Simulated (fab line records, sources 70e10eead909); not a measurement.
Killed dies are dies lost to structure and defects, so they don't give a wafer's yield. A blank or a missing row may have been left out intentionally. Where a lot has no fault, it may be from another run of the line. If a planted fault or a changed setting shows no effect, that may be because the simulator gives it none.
Matching of chambers || flow nand harc || NHARC_A_M1_DEP_33 on pecvd-02 has 3 sister chambers
The step deposits SiCN, target thk 30 nm. 24 wafers are shown with their chamber, then 12 later ones without.

EACH WAFER AND ITS CHAMBER
{"wafer": "L075.2", "chamber": 2, "heater power w (W)": 469, "chamber pressure Torr (Torr)": 2.994}
{"wafer": "L075.3", "chamber": 1, "heater power w (W)": 543, "chamber pressure Torr (Torr)": 2.995}
{"wafer": "L075.6", "chamber": 1, "heater power w (W)": 547, "chamber pressure Torr (Torr)": 2.999}
{"wafer": "L077.1", "chamber": 2, "heater power w (W)": 516, "chamber pressure Torr (Torr)": 3.015}
{"wafer": "L077.2", "chamber": 2, "heater power w (W)": 510, "chamber pressure Torr (Torr)": 3.004}
{"wafer": "L077.5", "chamber": 2, "heater power w (W)": 527, "chamber pressure Torr (Torr)": 3.001}
{"wafer": "L078.3", "chamber": 1, "heater power w (W)": 534, "chamber pressure Torr (Torr)": 2.994}
{"wafer": "L078.4", "chamber": 2, "heater power w (W)": 557, "chamber pressure Torr (Torr)": 2.999}
{"wafer": "L078.6", "chamber": 1, "heater power w (W)": 550, "chamber pressure Torr (Torr)": 2.999}
{"wafer": "L081.3", "chamber": 0, "heater power w (W)": 583, "chamber pressure Torr (Torr)": 3.004}
{"wafer": "L081.5", "chamber": 1, "heater power w (W)": 504, "chamber pressure Torr (Torr)": 3.002}
{"wafer": "L081.6", "chamber": 0, "heater power w (W)": 557, "chamber pressure Torr (Torr)": 3.007}
{"wafer": "L083.2", "chamber": 0, "heater power w (W)": 642, "chamber pressure Torr (Torr)": 2.998}
{"wafer": "L083.3", "chamber": 2, "heater power w (W)": 456, "chamber pressure Torr (Torr)": 3.008}
{"wafer": "L083.4", "chamber": 1, "heater power w (W)": 515, "chamber pressure Torr (Torr)": 3.007}
{"wafer": "L084.1", "chamber": 1, "heater power w (W)": 468, "chamber pressure Torr (Torr)": 3.006}
{"wafer": "L084.5", "chamber": 1, "heater power w (W)": 465, "chamber pressure Torr (Torr)": 3.005}
{"wafer": "L084.6", "chamber": 0, "heater power w (W)": 591, "chamber pressure Torr (Torr)": 2.994}
{"wafer": "L086.3", "chamber": 2, "heater power w (W)": 507, "chamber pressure Torr (Torr)": 3.002}
{"wafer": "L086.4", "chamber": 2, "heater power w (W)": 487, "chamber pressure Torr (Torr)": 3.011}
{"wafer": "L086.6", "chamber": 1, "heater power w (W)": 472, "chamber pressure Torr (Torr)": 2.996}
{"wafer": "L087.3", "chamber": 0, "heater power w (W)": 653, "chamber pressure Torr (Torr)": 3.003}
{"wafer": "L087.4", "chamber": 1, "heater power w (W)": 514, "chamber pressure Torr (Torr)": 3.008}
{"wafer": "L087.6", "chamber": 0, "heater power w (W)": 636, "chamber pressure Torr (Torr)": 3.010}

SIGNATURES (averages over the wafers above)
{"reading": "heater power w", "chamber 0": 610.33, "chamber 1": 511.20, "chamber 2": 503.62, "scatter within a chamber": 34.3}
{"reading": "chamber pressure Torr", "chamber 0": 3.00267, "chamber 1": 3.00110, "chamber 2": 3.00425, "scatter within a chamber": 0.00594}
Rule: for each reading, subtract the chamber's mean from the wafer's reading, divide by that reading's scatter and square the result; add these up over the readings and take the root, which gives the wafer's distance from the chamber. The wafer belongs to the nearest chamber; if the next one is less than 2 further off, it can't be placed. The scatter: take each reading less its chamber's mean, square it, sum over the shown wafers, divide by the number of wafers less the number of chambers, and take the root.

WAFERS WITH NO CHAMBER GIVEN
{"wafer": "L092.2", "heater power w (W)": 630, "chamber pressure Torr (Torr)": 2.991}
{"wafer": "L092.4", "heater power w (W)": 632, "chamber pressure Torr (Torr)": 3.001}
{"wafer": "L092.5", "heater power w (W)": 535, "chamber pressure Torr (Torr)": 2.992}
{"wafer": "L093.1", "heater power w (W)": 478, "chamber pressure Torr (Torr)": 3.007}
{"wafer": "L093.2", "heater power w (W)": 535, "chamber pressure Torr (Torr)": 3.005}
{"wafer": "L093.5", "heater power w (W)": 603, "chamber pressure Torr (Torr)": 3.003}
{"wafer": "L095.4", "heater power w (W)": 532, "chamber pressure Torr (Torr)": 2.991}
{"wafer": "L095.5", "heater power w (W)": 582, "chamber pressure Torr (Torr)": 3.005}
{"wafer": "L095.6", "heater power w (W)": 535, "chamber pressure Torr (Torr)": 3.007}
{"wafer": "L097.1", "heater power w (W)": 620, "chamber pressure Torr (Torr)": 3.001}
{"wafer": "L097.3", "heater power w (W)": 515, "chamber pressure Torr (Torr)": 3.007}
{"wafer": "L097.5", "heater power w (W)": 623, "chamber pressure Torr (Torr)": 2.990}

EACH ONE'S CHAMBER
{"wafer": "L092.2", "from the rows above": "can't be placed: 0 or 1", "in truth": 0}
{"wafer": "L092.4", "from the rows above": 0, "in truth": 0}
{"wafer": "L092.5", "from the rows above": "can't be placed: 1 or 2 or 0", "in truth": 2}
{"wafer": "L093.1", "from the rows above": "can't be placed: 2 or 1", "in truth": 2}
{"wafer": "L093.2", "from the rows above": "can't be placed: 2 or 1 or 0", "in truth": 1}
{"wafer": "L093.5", "from the rows above": 0, "in truth": 0}
{"wafer": "L095.4", "from the rows above": "can't be placed: 1 or 2 or 0", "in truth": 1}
{"wafer": "L095.5", "from the rows above": "can't be placed: 0 or 1 or 2", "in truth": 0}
{"wafer": "L095.6", "from the rows above": "can't be placed: 2 or 1 or 0", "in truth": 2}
{"wafer": "L097.1", "from the rows above": 0, "in truth": 0}
{"wafer": "L097.3", "from the rows above": "can't be placed: 2 or 1", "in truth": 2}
{"wafer": "L097.5", "from the rows above": "can't be placed: 0 or 1", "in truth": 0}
Correct placement for 3 of the 12. Can't be placed from these rows: 9 (the true chamber is among the candidates in 9). Wrongly placed: 0.
